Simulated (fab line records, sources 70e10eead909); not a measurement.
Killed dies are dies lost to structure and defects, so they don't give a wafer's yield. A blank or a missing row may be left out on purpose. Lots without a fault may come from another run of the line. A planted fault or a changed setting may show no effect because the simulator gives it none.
Tool commonality check | flow nand_harc | 3 lots, 9 wafers sampled

WHY IT WAS OPENED
At NHARC_END_SORT_01 the reading killed_at_array is flagged on 3 of 3 lots. Wafers without a fault read 62, standard deviation 22.
Rule: a lot is flagged when every wafer of it that has a number lies more than 4 standard deviations from that mean, or none has a number. The other lots count as sound.

lot  | measured     | on        | killed_at_array, wafer by wafer | flag
L539 | day 28 06:41 | prober-01 | 674 671 672                     | FLAGGED
L540 | day 28 14:26 | prober-02 | 672 671 672                     | FLAGGED
L541 | day 28 15:21 | prober-01 | 677 677 675                     | FLAGGED
The numbers of the flagged lots are 673 on average: +611 against the usual, or +28 standard deviations.

WHICH TOOL RAN EACH LOT
The record holds 4 process steps before the reading, out of a route of 1302 steps. In each cell: the tool, then ch and the chambers that the sampled wafers went through, then the start.
lot  | flag    | NHARC_A_CONTACT_ETCH_75          | NHARC_A_CONTACT_ETCH_130             | NHARC_A_CONTACT_ETCH_131             | NHARC_A_CONTACT_ETCH_132
L539 | FLAGGED | rie_diel-09 ch 0,1, day 25 21:50 | har_cap_etch-02 ch 0,1, day 26 00:23 | har_cap_etch-02 ch 0,1, day 26 00:34 | har_cap_etch-02 ch 0,1, day 26 00:44
L540 | FLAGGED | rie_diel-04 ch 0,2, day 25 23:59 | har_cap_etch-03 ch 0,1, day 26 02:32 | har_cap_etch-03 ch 0,1, day 26 02:42 | har_cap_etch-03 ch 0,1, day 26 02:53
L541 | FLAGGED | rie_diel-09 ch 0,3, day 26 01:16 | har_cap_etch-01 ch 0,1, day 26 04:15 | har_cap_etch-01 ch 0,1, day 26 04:29 | har_cap_etch-01 ch 0,1, day 26 04:43
What these steps do:
- NHARC_A_CONTACT_ETCH_75: etches the open film in CF4, target depth 39 nm, time 65 s.
- NHARC_A_CONTACT_ETCH_130: etches the open film in C4F8/O2/Ar, time 197 s, target depth 1918 nm.
- NHARC_A_CONTACT_ETCH_131: etches the open film in C4F8/O2/Ar, time 197 s, target depth 1918 nm.
- NHARC_A_CONTACT_ETCH_132: etches the open film in C4F8/O2/Ar, time 197 s, target depth 1924 nm.
- NHARC_END_SORT_01

FLAGGED OVER TOTAL, TOOL BY TOOL (the gauges that took the reading come last)
step                     | tool            | lots run | flagged | share of the flagged lots | sound lots run after its first flagged lot
NHARC_A_CONTACT_ETCH_75  | rie_diel-04     | 1        | 1       | some                      | 0
NHARC_A_CONTACT_ETCH_75  | rie_diel-09     | 2        | 2       | some                      | 0
NHARC_A_CONTACT_ETCH_130 | har_cap_etch-01 | 1        | 1       | some                      | 0
NHARC_A_CONTACT_ETCH_130 | har_cap_etch-02 | 1        | 1       | some                      | 0
NHARC_A_CONTACT_ETCH_130 | har_cap_etch-03 | 1        | 1       | some                      | 0
NHARC_A_CONTACT_ETCH_131 | har_cap_etch-01 | 1        | 1       | some                      | 0
NHARC_A_CONTACT_ETCH_131 | har_cap_etch-02 | 1        | 1       | some                      | 0
NHARC_A_CONTACT_ETCH_131 | har_cap_etch-03 | 1        | 1       | some                      | 0
NHARC_A_CONTACT_ETCH_132 | har_cap_etch-01 | 1        | 1       | some                      | 0
NHARC_A_CONTACT_ETCH_132 | har_cap_etch-02 | 1        | 1       | some                      | 0
NHARC_A_CONTACT_ETCH_132 | har_cap_etch-03 | 1        | 1       | some                      | 0
NHARC_END_SORT_01        | prober-01       | 2        | 2       | some                      | 0
NHARC_END_SORT_01        | prober-02       | 1        | 1       | some                      | 0

WHAT THE TABLE ALLOWS
No row of the table ran every flagged lot.

WHAT THE SIMULATOR HAD PUT IN
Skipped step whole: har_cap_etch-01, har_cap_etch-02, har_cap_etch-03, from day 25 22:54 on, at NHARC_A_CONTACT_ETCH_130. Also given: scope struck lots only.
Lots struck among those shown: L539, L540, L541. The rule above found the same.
